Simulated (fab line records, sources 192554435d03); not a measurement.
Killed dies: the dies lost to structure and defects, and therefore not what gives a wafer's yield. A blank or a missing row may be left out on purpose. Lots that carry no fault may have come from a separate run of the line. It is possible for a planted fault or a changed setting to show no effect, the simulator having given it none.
What tool caused it? | flow n5 finfet | Sampling: 12 lots, 36 wafers, 6 of 1938 route steps

== WHAT EACH GAUGE READ, for each wafer ==
N5_BEOL_M5_RS_MEAS_57: measurement is done with a four-point probe.
lot  | measured     | on            | M5_RS (ohm/sq)
L075 | day 9 23:02  | film metro-02 | 0.382 0.389 0.387
L078 | day 10 20:38 | film metro-02 | 0.399 0.402 0.400
L079 | day 10 23:10 | film metro-02 | 0.383 0.390 0.368
L081 | day 11 06:54 | film metro-02 | 0.378 0.407 0.395
L083 | day 11 23:26 | film metro-02 | 0.391 0.374 0.363
L086 | day 12 06:33 | film metro-01 | 0.376 0.391 0.385
L087 | day 12 22:58 | film metro-02 | 0.394 0.380 0.374
L089 | day 13 08:08 | film metro-02 | 0.363 0.396 0.370
L091 | day 14 01:48 | film metro-02 | 0.399 0.373 0.394
L093 | day 14 11:41 | film metro-02 | 0.394 0.387 0.376
L095 | day 14 18:02 | film metro-01 | 0.397 0.378 0.385
L097 | day 15 17:53 | film metro-01 | 0.384 0.386 0.380

== EACH LOT AND THE TOOL THAT RAN IT (in order: tool; ch and the chambers of the sampled wafers; start) ==
lot  | N5_BEOL_M5_SPUTTER_81        | N5_BEOL_M5_SPUTTER_83        | N5_BEOL_M5_ANNEAL_89         | N5_BEOL_M5_CO_CAP_78             | N5_BEOL_M5_DEP_56
L075 | pvd sputter-01, day 9 18:40  | pvd sputter-01, day 9 19:45  | pvd sputter-01, day 9 20:55  | cvd co-02 ch 1,2, day 9 22:52    | pecvd-01 ch 1,2, day 9 22:58
L078 | pvd sputter-01, day 10 16:01 | pvd sputter-01, day 10 17:07 | pvd sputter-01, day 10 18:16 | cvd co-02 ch 0,2, day 10 20:26   | pecvd-03 ch 0,1, day 10 20:34
L079 | pvd sputter-02, day 10 18:49 | pvd sputter-02, day 10 19:54 | pvd sputter-02, day 10 21:04 | cvd co-02 ch 0,1, day 10 22:59   | pecvd-03 ch 1,2, day 10 23:06
L081 | pvd sputter-03, day 11 02:35 | pvd sputter-03, day 11 03:40 | pvd sputter-03, day 11 04:50 | cvd co-01 ch 0,1,2, day 11 06:43 | pecvd-03 ch 0,2, day 11 06:50
L083 | pvd sputter-01, day 11 18:43 | pvd sputter-01, day 11 19:48 | pvd sputter-01, day 11 20:58 | cvd co-01 ch 1,2, day 11 23:15   | pecvd-02 ch 0,2, day 11 23:22
L086 | pvd sputter-03, day 12 01:35 | pvd sputter-03, day 12 02:41 | pvd sputter-03, day 12 03:50 | cvd co-02 ch 0,1,2, day 12 06:22 | pecvd-03 ch 0,1,2, day 12 06:29
L087 | pvd sputter-03, day 12 18:38 | pvd sputter-03, day 12 19:43 | pvd sputter-03, day 12 20:53 | cvd co-02 ch 0,1,2, day 12 22:47 | pecvd-02 ch 1,2, day 12 22:54
L089 | pvd sputter-01, day 13 03:49 | pvd sputter-01, day 13 04:55 | pvd sputter-01, day 13 06:05 | cvd co-01 ch 0,2, day 13 07:58   | pecvd-01 ch 0,2, day 13 08:04
L091 | pvd sputter-02, day 13 21:29 | pvd sputter-02, day 13 22:34 | pvd sputter-02, day 13 23:44 | cvd co-01 ch 0,1,2, day 14 01:37 | pecvd-01 ch 1,2, day 14 01:44
L093 | pvd sputter-03, day 14 07:21 | pvd sputter-03, day 14 08:26 | pvd sputter-03, day 14 09:37 | cvd co-01 ch 0,2, day 14 11:30   | pecvd-02 ch 0,2, day 14 11:37
L095 | pvd sputter-03, day 14 13:43 | pvd sputter-03, day 14 14:49 | pvd sputter-03, day 14 15:58 | cvd co-01 ch 0,2, day 14 17:51   | pecvd-01 ch 0,1, day 14 17:58
L097 | pvd sputter-02, day 15 13:22 | pvd sputter-02, day 15 14:26 | pvd sputter-02, day 15 15:37 | cvd co-02 ch 0,2, day 15 17:40   | pecvd-01 ch 0,1,2, day 15 17:49
- N5_BEOL_M5_SPUTTER_81: material Cu, target thk 15 nm, time 27.62 s.
- N5_BEOL_M5_SPUTTER_83: material Cu, target thk 15 nm, time 27.62 s.
- N5_BEOL_M5_ANNEAL_89: time 1800 s.
- N5_BEOL_M5_CO_CAP_78: material Co, precursor CCTBA/H2, target thk 2 nm, time 102.1 s.
- N5_BEOL_M5_DEP_56: deposits SiCN from 3MS/NH3, target thk 8 nm, time 14 s.

== THE ANSWER, worked out from the rows above alone ==
Rule: usual is defined by the lots themselves. Put in order of their means at a reading, lots are off if they are a third of the lots or fewer, leave a main group of 4 or more, and stand apart from it by a gap of 3 or more times the standard deviation of the main group's means; of several such gaps the widest counts. Not used: any main group whose means are identical at the precision the tables above print for the reading. Also off: a lot with no number at a reading for which 4 or more lots have one. Any other lot the step has rows for is counted as sound.
No lot is off at any reading shown: from this, nothing can be told.

== WHAT THE SIMULATOR HAD PUT IN ==
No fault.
